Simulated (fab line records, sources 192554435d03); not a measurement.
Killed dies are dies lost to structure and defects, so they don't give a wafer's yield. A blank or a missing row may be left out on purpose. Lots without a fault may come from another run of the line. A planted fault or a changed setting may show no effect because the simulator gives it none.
Split-lot experiment | flow n5_finfet | 7 lots, 21 wafers read, on a route of 1938 steps

THE SPLIT
At N5_BEOL_M6_HM_DEP_02 (deposits TiN, target thk 20 nm), the setting target_thk_a was moved away from the recipe's 200 angstrom on 5 of the 21 wafers read, by -11.0% to +12.9%. The other wafers ran this setting at the recipe's value.

FROM THE SPLIT TO THE READING: what the file shows between them, 8 steps
- N5_BEOL_M6_COAT_59: time 60 s, resist thk 100 nm
- N5_BEOL_M6_COAT_60: time 60 s, resist thk 35 nm
- N5_BEOL_M6_STRIP_68: strips in N2/H2
- N5_BEOL_M6_STRIP_67: strips in CF4
- N5_BEOL_M6_HM_OPEN_17: chemistry Cl2/BCl3, target TiN, target depth 20 nm, overetch 6 nm
- N5_BEOL_M6_STRIP_19: strips in O2
- N5_BEOL_M6_STRIP_76: strips in C4F6/O2
- N5_BEOL_M6_STRIP_36: strips in N2/H2

THE READING
TiN_of_BEOL_M6_HM_DEP_02.thk_nm (the simulator's own value, which no gauge read), in nm, at N5_BEOL_M6_TRENCH_ETCH_37 (etches SiCOH lowk in C4F6/O2, target depth 94.435 nm, time 31.5 s). The file gives no usual value for it. The 16 wafers here that ran the recipe average 17.4 nm, standard deviation 0.38 nm.

wafer  | tool, chamber at the split | target_thk_a as run, angstrom | against the recipe | TiN_of_BEOL_M6_HM_DEP_02.thk_nm, nm | against lot-mates on the recipe
L074.2 | pvd_sputter-03, -          | 184.9                         | -7.6%              | 16                                  | -1.6
L074.4 | pvd_sputter-03, -          | 200                           | recipe             | 17.4                                | -
L074.5 | pvd_sputter-03, -          | 200                           | recipe             | 17.8                                | -
L079.1 | pvd_sputter-02, -          | 200                           | recipe             | 17.2                                | -
L079.2 | pvd_sputter-02, -          | 200                           | recipe             | 17.2                                | -
L079.6 | pvd_sputter-02, -          | 200                           | recipe             | 17                                  | -
L086.2 | pvd_sputter-03, -          | 200                           | recipe             | 16.8                                | -
L086.5 | pvd_sputter-03, -          | 200                           | recipe             | 16.8                                | -
L086.6 | pvd_sputter-03, -          | 225.8                         | +12.9%             | 19.6                                | +2.8
L088.2 | pvd_sputter-01, -          | 200                           | recipe             | 18                                  | -
L088.4 | pvd_sputter-01, -          | 200                           | recipe             | 17.4                                | -
L088.6 | pvd_sputter-01, -          | 200                           | recipe             | 17.8                                | -
L087.1 | pvd_sputter-03, -          | 200                           | recipe             | 17                                  | -
L087.3 | pvd_sputter-03, -          | 200                           | recipe             | 17.2                                | -
L087.4 | pvd_sputter-03, -          | 215.7                         | +7.9%              | 18.4                                | +1.3
L090.3 | pvd_sputter-01, -          | 200                           | recipe             | 17.4                                | -
L090.6 | pvd_sputter-01, -          | 200                           | recipe             | 17.4                                | -
L090.5 | pvd_sputter-01, -          | 200                           | recipe             | 17.8                                | -
L089.1 | pvd_sputter-01, -          | 178                           | -11.0%             | 15.2                                | -2.8
L089.3 | pvd_sputter-01, -          | 178                           | -11.0%             | 15.4                                | -2.6
L089.5 | pvd_sputter-01, -          | 200                           | recipe             | 18                                  | -

THE FIT
A straight line over all 21 wafers: TiN_of_BEOL_M6_HM_DEP_02.thk_nm changes by +0.176 nm for each +1% of target_thk_a; r = +0.93; the points scatter about the line by 0.37 nm.
The same after taking each lot's own level away (the mean of its wafers on the recipe; 21 wafers): +0.223 nm for each +1%; r = +0.99; scatter 0.2 nm.
On that fit, the largest move of target_thk_a shifts the reading by 2.9 nm.
The lots' own levels span 16.80 to 18.00 nm, that is 3.1 times the standard deviation above.
So the lot-to-lot level changes the slope: the two fits differ.
Check: with one of the wafers moved furthest among these (+12.9%) left out of the fit, the line predicts +2.85 nm for it against its lot-mates. It came out at +2.8 nm against them.

THE WHOLE CHAIN: every reading that the file lists as answering this split, in the file's order
step                      | what it does                                                      | reading                                                                          | change (the file's fit)               | r (the file's)
N5_BEOL_M6_HM_DEP_02      | deposits TiN, target thk 20 nm                                    | TiN_of_BEOL_M6_HM_DEP_02.thk_nm (the simulator's own value, which no gauge read) | +0.211 nm for each +1% of the setting | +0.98
N5_BEOL_M6_HM_OPEN_17     | chemistry Cl2/BCl3, target TiN, target depth 20 nm, overetch 6 nm | etch.depth_nm (the simulator's own value, which no gauge read)                   | +0.208 nm for each +1% of the setting | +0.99
N5_BEOL_M6_TRENCH_ETCH_37 | etches SiCOH lowk in C4F6/O2, target depth 94.435 nm, time 31.5 s | TiN_of_BEOL_M6_HM_DEP_02.thk_nm (the simulator's own value, which no gauge read) | +0.217 nm for each +1% of the setting | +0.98

THE FILE'S OWN FIT
TiN_of_BEOL_M6_HM_DEP_02.thk_nm changes by +0.217 nm for each +1% of target_thk_a, r = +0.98.
